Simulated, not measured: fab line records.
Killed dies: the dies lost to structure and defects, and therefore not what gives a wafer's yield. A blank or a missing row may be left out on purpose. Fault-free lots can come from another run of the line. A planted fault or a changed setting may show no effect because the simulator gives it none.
fab line records	flow nand_harc
record: lots: 12	wafers: 36	last_day: 33
route steps=1302 shown A_CHANNEL_FILL_D1@499 A_DECK1_JOINT@527 A_ONON_D2@556 END@1302
lots with no fault: from the same line, run without faults
start_h: the number of hours between the record's first day and the start of the first shown wafer of the lot	wait_h: hours elapsed since this lot's preceding step	" repeats the value in the row above	L1.1+2: several wafers, shown together as one row	- no value, or no start given	* or withheld: withheld	< > ~ a bound
route shown NAME@n: NAME is a module with steps in the file, n the number in the route of the first one	usual: average and standard deviation across the fault-free wafers	same: alike in all rows	chamber/n: place in a boat	sites: the reading at each site	_std_site: standard deviation across them	_edge_site: outer sites' mean less inner sites'	radius_mm: how far each site lies from the wafer's centre	mask NAME#n: copy n	behind: the last tool/chamber to shape the wafer	hold: why the lot was held/for how many hours/how that ended	device: transistor that didn't switch, given as n, p or np	end of line: the tests these same wafers got at the end of their route	where a step has no rows: the recipe by itself	killed: the dies lost at the first sort to structure and to defects; this is not the yield of the wafer	map: shows each die of a wafer: x if killed, . if not, _ if none is there
set.NAME: the run value of the setting; set.NAME@STEP: its run value at that earlier step	model.NAME: the simulator's own value behind a step, which no gauge read
one table for each step of the route and one row for each wafer, over a sample of lots
services: from which hour (start_h, from the record's first day; less than 0 if before it) a tool's chamber was out of use, for how many hours, and why
== steps ==
step: NHARC_A_CHANNEL_FILL_D1_ETCHBACK_19
recipe: target_depth_a: 50	time_s: 1.7	hbr_flow_sccm: 150	cl2_flow_sccm: 50	rf_w: 400	icp_w: 400	bias_w: 100	chemistry: HBr/Cl2
usual: drypump_motor_current_A: 5.4/0.36	oes_product_au: 1.007/0.014	throttle_valve_pct: 26.406/0.0088
lot.wafer	tool	chamber	start_h	wait_h	drypump_motor_current_A	oes_product_au	rf_hours_counter_h	throttle_valve_pct
L954.1	rie_si-03	2	238.64	0.4	5.1	1.020	0.0	26.396
L954.3	"	1	"	"	5.3	1.007	0.0	26.428
L954.6	"	2	"	"	5.1	1.007	-	26.405
L955.1	rie_si-01	0	244.57	0.4	5.7	1.008	0.2	26.398
L955.5	"	2	"	"	6.7	1.002	-	26.407
L955.6	"	3	"	"	5.1	1.008	-	26.396
L957.3	rie_si-03	3	258.09	0.4	5.5	1.003	0.1	26.413
L957.2	"	2	"	"	5.1	1.028	0.1	26.413
L957.5	"	0	"	"	5.6	1.024	-	26.388
L958.4	rie_si-03	2	269.99	0.4	5.1	1.021	0.2	26.398
L958.6	"	2	"	"	5.1	1.022	-	26.421
L958.5	"	3	"	"	5.4	0.975	-	26.422
L959.2	rie_si-03	1	293.60	0.4	5.3	1.008	0.3	26.395
L959.1	"	3	"	"	5.4	0.997	0.3	26.394
L959.3	"	0	"	"	5.6	1.022	0.2	26.398
L960.4	rie_si-01	0	293.60	0.4	5.7	0.989	0.5	26.412
L960.5	"	0	"	"	5.7	0.996	-	26.419
L960.6	"	1	"	"	5.0	1.002	-	26.401
L969.1	rie_si-04	2	378.67	0.4	5.7	1.005	0.2	26.408
L969.4	"	1	"	"	5.1	1.031	0.2	26.410
L969.6	"	2	"	"	5.7	1.006	-	26.402
L970.3	rie_si-01	3	388.02	0.4	5.1	1.019	0.0	26.406
L970.2	"	2	"	"	6.7	1.014	0.0	26.392
L970.5	"	0	"	"	5.7	1.006	-	26.397
L971.1	rie_si-03	3	396.66	0.4	5.4	1.011	0.9	26.416
L971.5	"	2	"	"	5.1	1.018	-	26.395
L971.4	"	0	"	"	5.6	0.996	-	26.395
L972.3	rie_si-01	2	411.63	0.4	6.7	1.015	0.1	26.404
L972.1	"	3	"	"	5.1	1.024	0.1	26.413
L972.5	"	1	"	"	5.0	0.985	-	26.415
L973.2	rie_si-04	3	430.22	0.4	5.4	1.009	0.5	26.409
L973.4	"	2	"	"	5.7	1.012	0.6	26.398
L973.5	"	3	"	"	5.4	1.013	-	26.396
L975.2	rie_si-03	2	443.52	0.4	5.1	0.980	0.3	26.424
L975.3	"	0	"	"	5.6	0.972	0.3	26.423
L975.6	"	2	"	"	5.1	0.984	-	26.407
step: NHARC_A_CHANNEL_FILL_D1_ALD_25
recipe: target_thk_a: 600	pulse_time_s: 10	ald_cycles: 600	temp_c: 300	material: SiOx
usual: heater_power_w: 451/39	precursor_pulse_height_rel: 1.001/0.02	susceptor_temp_C: 299.99/0.18
lot.wafer	tool	chamber	start_h	wait_h	heater_power_w	precursor_pulse_height_rel	susceptor_temp_C
L954.3	ald_hk-03	1	251.39	0.7	459	0.992	300.04
L954.1	"	2	"	"	447	0.988	300.11
L954.6	"	0	253.25	2.5	461	1.006	300.11
L955.1	ald_hk-02	0	258.54	1.9	497	1.012	299.98
L955.5	"	1	"	"	477	0.956	299.67
L955.6	"	2	"	"	425	0.996	299.88
L957.2	ald_hk-03	1	272.56	1.3	446	0.986	300.15
L957.3	"	2	"	"	457	1.032	299.97
L957.5	"	3	"	"	390	0.967	300.14
L958.4	ald_hk-03	1	282.66	0.7	451	0.993	300.15
L958.5	"	0	284.49	2.5	455	0.986	300.12
L958.6	"	1	"	"	453	0.960	300.29
L959.1	ald_hk-03	3	306.95	0.1	389	0.994	299.68
L959.3	"	0	"	"	459	0.984	299.80
L959.2	"	1	"	"	461	0.989	300.00
L960.4	ald_hk-02	0	309.04	2.1	506	0.983	299.75
L960.5	"	1	"	"	477	0.995	300.03
L960.6	"	2	"	"	431	0.998	300.14
L969.4	ald_hk-03	1	391.13	0.7	466	0.961	300.03
L969.1	"	3	392.37	1.9	397	1.009	300.05
L969.6	"	1	393.60	3.1	463	1.036	299.93
L970.3	ald_hk-01	0	399.99	0.1	455	1.003	300.09
L970.2	"	2	401.23	1.3	422	1.006	300.14
L970.5	"	1	403.10	3.2	397	1.002	300.06
L971.4	ald_hk-02	1	408.85	0.0	507	1.000	300.04
L971.1	"	2	"	"	428	0.989	300.18
L971.5	"	2	411.96	3.2	433	1.006	300.05
L972.1	ald_hk-02	2	424.89	1.3	427	1.006	300.34
L972.3	"	3	"	"	486	1.003	299.80
L972.5	"	1	426.75	3.1	501	0.981	300.02
L973.2	ald_hk-03	0	443.42	1.3	470	0.990	300.19
L973.4	"	1	"	"	436	1.005	299.87
L973.5	"	2	"	"	442	1.000	300.15
L975.2	ald_hk-03	0	457.12	0.7	466	0.983	300.35
L975.3	"	2	458.36	1.9	473	1.001	299.60
L975.6	"	3	"	"	397	1.008	300.10
step: NHARC_A_DECK1_JOINT_CMP_13
recipe: target_thk_nm: 51.023
usual: motor_current_A: 12.0/0.95	slurry_flow_ml_min: 150.1/0.52	time_to_endpoint_s: 9/3.2
lot.wafer	tool	chamber	start_h	wait_h	motor_current_A	slurry_flow_ml_min	time_to_endpoint_s
L954.3	cmp-04	2	273.15	0.4	11.6	150.5	8
L954.1	"	3	"	"	12.9	151.4	10
L954.6	"	2	"	"	10.9	150.0	9
L955.1	cmp-03	3	278.62	0.4	11.3	150.1	14
L955.6	"	1	"	"	13.5	150.0	13
L955.5	"	2	"	"	11.0	149.3	13
L957.3	cmp-03	2	293.64	0.4	10.5	148.8	13
L957.2	"	3	"	"	9.8	149.8	14
L957.5	"	1	"	"	13.7	150.1	10
L958.4	cmp-02	1	304.15	0.4	13.8	150.0	10
L958.6	"	3	"	"	12.3	149.7	4
L958.5	"	0	"	"	11.4	150.0	7
L959.2	cmp-03	2	328.90	0.4	11.2	150.5	13
L959.1	"	3	"	"	10.8	149.8	11
L959.3	"	0	"	"	14.0	150.1	7
L960.4	cmp-04	0	328.98	0.4	11.4	150.4	9
L960.6	"	1	"	"	11.1	149.6	15
L960.5	"	2	"	"	10.6	150.0	9
L969.4	cmp-04	2	413.23	0.4	11.4	150.6	11
L969.1	"	3	"	"	13.1	150.3	12
L969.6	"	0	"	"	12.0	149.4	9
L970.3	cmp-03	0	427.29	0.4	13.3	150.0	4
L970.2	"	1	"	"	13.7	150.1	11
L970.5	"	2	"	"	11.3	149.8	14
L971.1	cmp-04	2	435.55	0.4	11.0	149.7	10
L971.4	"	0	"	"	12.3	150.3	6
L971.5	"	1	"	"	11.2	149.9	12
L972.1	cmp-02	1	445.81	0.4	12.4	150.2	7
L972.3	"	2	"	"	11.8	150.0	7
L972.5	"	0	"	"	11.8	149.7	6
L973.4	cmp-03	1	464.28	0.4	13.4	150.4	10
L973.2	"	0	"	"	13.4	149.7	6
L973.5	"	2	"	"	11.0	150.4	13
L975.3	cmp-02	1	478.73	0.4	12.8	149.8	13
L975.2	"	2	"	"	12.4	150.0	11
L975.6	"	1	"	"	12.4	150.1	12
step: NHARC_A_ONON_D2_DEP_16
recipe: target_thk_a: 10000	n2_flow_sccm: 2750	n2o_flow_sccm: 2000	nh3_flow_sccm: 500	sih4_flow_sccm: 210	temp_c: 400
usual: susceptor_temp_C: 400.00/0.22
lot.wafer	tool	chamber	start_h	wait_h	susceptor_temp_C
L954.1	pecvd_onon-01	0	303.78	0.4	400.11
L954.3	"	0	"	"	399.87
L954.6	"	0	"	"	399.96
L955.1	pecvd_onon-02	0	321.48	0.4	399.95
L955.5	"	0	"	"	399.51
L955.6	"	0	"	"	400.11
L957.2	pecvd_onon-01	0	326.67	0.4	400.08
L957.3	"	0	"	"	399.42
L957.5	"	0	"	"	399.66
L958.4	pecvd_onon-01	0	341.43	0.6	400.22
L958.5	"	0	"	"	400.24
L958.6	"	0	"	"	400.19
L959.1	pecvd_onon-01	0	363.27	0.4	399.80
L959.2	"	0	"	"	400.31
L959.3	"	0	"	"	400.00
L960.4	pecvd_onon-04	0	363.45	0.6	399.94
L960.5	"	0	"	"	399.96
L960.6	"	0	"	"	399.86
L969.1	pecvd_onon-02	0	441.35	0.4	400.02
L969.4	"	0	"	"	399.98
L969.6	"	0	"	"	400.39
L970.2	pecvd_onon-02	0	463.36	0.4	400.10
L970.3	"	0	"	"	400.08
L970.5	"	0	"	"	400.20
L971.1	pecvd_onon-04	0	471.56	0.4	399.74
L971.4	"	0	"	"	399.85
L971.5	"	0	"	"	399.99
L972.1	pecvd_onon-01	0	479.71	0.4	399.90
L972.3	"	0	"	"	400.03
L972.5	"	0	"	"	400.14
L973.2	pecvd_onon-01	0	496.61	0.4	400.08
L973.4	"	0	"	"	400.35
L973.5	"	0	"	"	399.83
L975.2	pecvd_onon-02	0	521.32	0.4	400.18
L975.3	"	0	"	"	400.49
L975.6	"	0	"	"	400.30
step: NHARC_A_ONON_D2_THK_MEAS_18
recipe: thk_meas_gauge: ellipsometry
usual: thk_nm: 1003/7.8
lot.wafer	tool	chamber	start_h	wait_h	thk_nm
L954.1	film_metro-01	-	304.29	-	1002
L954.3	"	-	"	"	1001
L954.6	"	-	"	"	1003
L955.1	film_metro-01	-	321.99	-	1004
L955.5	"	-	"	"	1003
L955.6	"	-	"	"	1004
L957.2	film_metro-02	-	327.12	-	1004
L957.3	"	-	"	"	1002
L957.5	"	-	"	"	1002
L958.4	film_metro-01	-	341.77	-	992
L958.5	"	-	"	"	992
L958.6	"	-	"	"	992
L959.1	film_metro-02	-	363.78	-	1000
L959.2	"	-	"	"	1002
L959.3	"	-	"	"	999
L960.4	film_metro-01	-	363.78	-	1002
L960.5	"	-	"	"	1001
L960.6	"	-	"	"	1001
L969.1	film_metro-01	-	441.86	-	997
L969.4	"	-	"	"	1509
L969.6	"	-	"	"	998
L970.2	film_metro-01	-	463.81	-	993
L970.3	"	-	"	"	993
L970.5	"	-	"	"	1506
L971.1	film_metro-01	-	472.07	-	1006
L971.4	"	-	"	"	1007
L971.5	"	-	"	"	1009
L972.1	film_metro-02	-	480.22	-	1007
L972.3	"	-	"	"	1007
L972.5	"	-	"	"	1007
L973.2	film_metro-02	-	497.06	-	1002
L973.4	"	-	"	"	1002
L973.5	"	-	"	"	1002
L975.2	film_metro-01	-	521.77	-	1003
L975.3	"	-	"	"	1003
L975.6	"	-	"	"	1004
step: NHARC_END_SORT_01
recipe: temp_c: 25
usual: killed_at_array: 52/18	killed_at_other: 1.0/1.4	killed_at_periphery: 3.1/2.3	killed_dies: 56/17	killed_open: 3.0/1.7	killed_short: 2.5/1.7
same: gross_dies: 677
lot.wafer	tool	chamber	start_h	wait_h	killed_at_array	killed_at_other	killed_at_periphery	killed_dies	killed_open	killed_short
L969.1	prober-01	0	709.87	2.5	49	0	2	51	1	2
L969.4	prober-01	0	712.25	3.4	674	0	3	677	4	2
L969.6	prober-01	0	713.84	4.0	39	0	3	42	5	2
L970.2	prober-01	0	739.22	2.8	68	1	4	73	3	1
L970.3	prober-01	0	740.02	3.1	62	0	4	66	5	3
L970.5	prober-01	0	741.60	3.7	675	0	2	677	0	2
killed by level:class
L969.1 A_CHANNEL_HOLE_D1:chamber_film_flake=31 A_CONTACT:chamber_film_flake=7 A_STAIRCASE:chamber_film_flake=5 A_SLIT:chamber_film_flake=3 P_CONTACT:geometric_particle:short=1 A_CHANNEL_FILL_D1:geometric_particle:short=1 A_M0:geometric_particle:open=1 P_GATE:chamber_film_flake=1
L969.4 A_ONON_D2:area_dep=633 A_CHANNEL_HOLE_D1:chamber_film_flake=20 A_STAIRCASE:chamber_film_flake=6 A_CONTACT:chamber_film_flake=6 A_SLIT:chamber_film_flake=3 P_STI:geometric_particle:open=1 P_CONTACT:geometric_particle:open=1 A_CHANNEL_FILL_D1:geometric_particle:open=1
L969.6 A_CHANNEL_HOLE_D1:chamber_film_flake=15 A_CONTACT:chamber_film_flake=11 A_STAIRCASE:chamber_film_flake=6 A_CHANNEL_FILL_D1:geometric_particle:open=2 A_SLIT:chamber_film_flake=2 P_M0:geometric_particle:open=1 P_M2:geometric_particle:open=1 A_CHANNEL_FILL_D2:geometric_particle:short=1
L970.2 A_SLIT:chamber_film_flake=26 A_CHANNEL_HOLE_D2:chamber_film_flake=22 A_CHANNEL_HOLE_D1:chamber_film_flake=5 A_CONTACT:chamber_film_flake=4 A_WL_FILL:chamber_film_flake=4 A_STAIRCASE:chamber_film_flake=2 P_CONTACT:geometric_particle:open=1 P_M0:geometric_particle:short=1
L970.3 A_SLIT:chamber_film_flake=23 A_CHANNEL_HOLE_D1:chamber_film_flake=13 A_CHANNEL_HOLE_D2:chamber_film_flake=11 A_CONTACT:chamber_film_flake=4 P_GATE:chamber_film_flake=2 P_M1:geometric_particle:open=1 A_CHANNEL_HOLE_D1:geometric_particle:open=1 A_DECK1_JOINT:geometric_particle:open=1
L970.5 A_ONON_D2:area_dep=617 A_SLIT:chamber_film_flake=24 A_CHANNEL_HOLE_D2:chamber_film_flake=22 A_CHANNEL_HOLE_D1:chamber_film_flake=6 A_CHANNEL_FILL_D1:chamber_film_flake=3 P_STI:geometric_particle:short=1 P_M0:geometric_particle:short=1 A_DECK1_JOINT:chamber_film_flake=1
== services ==
tool	chamber	start_h	hours	kind
rie_si-03	-	221.00	9.0	pm
cmp-03	-	260.00	4.0	pm
pecvd_onon-01	-	269.00	13.0	pm
cmp-04	-	277.85	1.9	repair
rie_si-03	2	292.45	3.9	repair
rie_si-03	3	301.55	3.8	repair
cmp-04	-	307.00	4.0	pm
rie_si-01	-	314.30	0.4	repair
rie_si-01	1	315.39	3.3	repair
rie_si-01	1	336.68	1.3	repair
cmp-03	-	340.23	1.1	repair
ald_hk-02	-	351.38	10.0	pm
cmp-03	-	352.19	0.8	repair
cmp-03	-	358.00	4.0	pm
pecvd_onon-02	-	366.34	13.0	pm
rie_si-03	-	368.33	0.4	repair
rie_si-01	-	370.00	9.0	pm
rie_si-03	-	390.82	0.3	repair
rie_si-03	1	392.24	18.7	repair
rie_si-03	-	398.00	9.0	pm
cmp-04	-	405.00	4.0	pm
pecvd_onon-01	-	450.00	13.0	pm
cmp-03	-	456.00	4.0	pm
cmp-03	-	478.51	1.1	repair
== key ==
first_sign: step: NHARC_A_ONON_D2_THK_MEAS_18	reading: thk_nm	direction: up	sigmas: 64	usual: 1003	struck: 1508
effect: step: NHARC_END_SORT_01	reading: killed_dies	direction: up	sigmas: 36	usual: 56	struck: 677
more_kills_born_at: NHARC_A_ONON_D2_DEP_16@pecvd_onon-02: 1250
met_at NHARC_A_ONON_D2_DEP_16
struck_lots L969,L970
struck_wafers L969.4,L970.5
later_rows_left_out L969.4,L970.5
tester_left_out L969,L970
not_acting_at NHARC_A_CHANNEL_FILL_D1_ETCHBACK_19,NHARC_A_CHANNEL_FILL_D1_ALD_25,NHARC_A_DECK1_JOINT_CMP_13
onset_between 321.48 441.35
fault: kind: process_parameter_drift	tool: pecvd_onon-02	chamber: -	onset_h: 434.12	steps: NHARC_A_ONON_D2_DEP_16	channel: target_thk_a	offset: *	shape: step	end_h: 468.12	scope: struck_wafers_only	acts_in: *	stated: *
tester_left_out: of these lots the tester's yield and bins aren't shown, on N5 and GAA mostly nor the transistor test; their killed dies are dies lost to structure and defects alone, not to doping, threshold or leakage, so they don't give the yield
later_rows_left_out: the simulator's readings of these wafers behind a module that went badly wrong aren't trusted and aren't shown, but for the sort
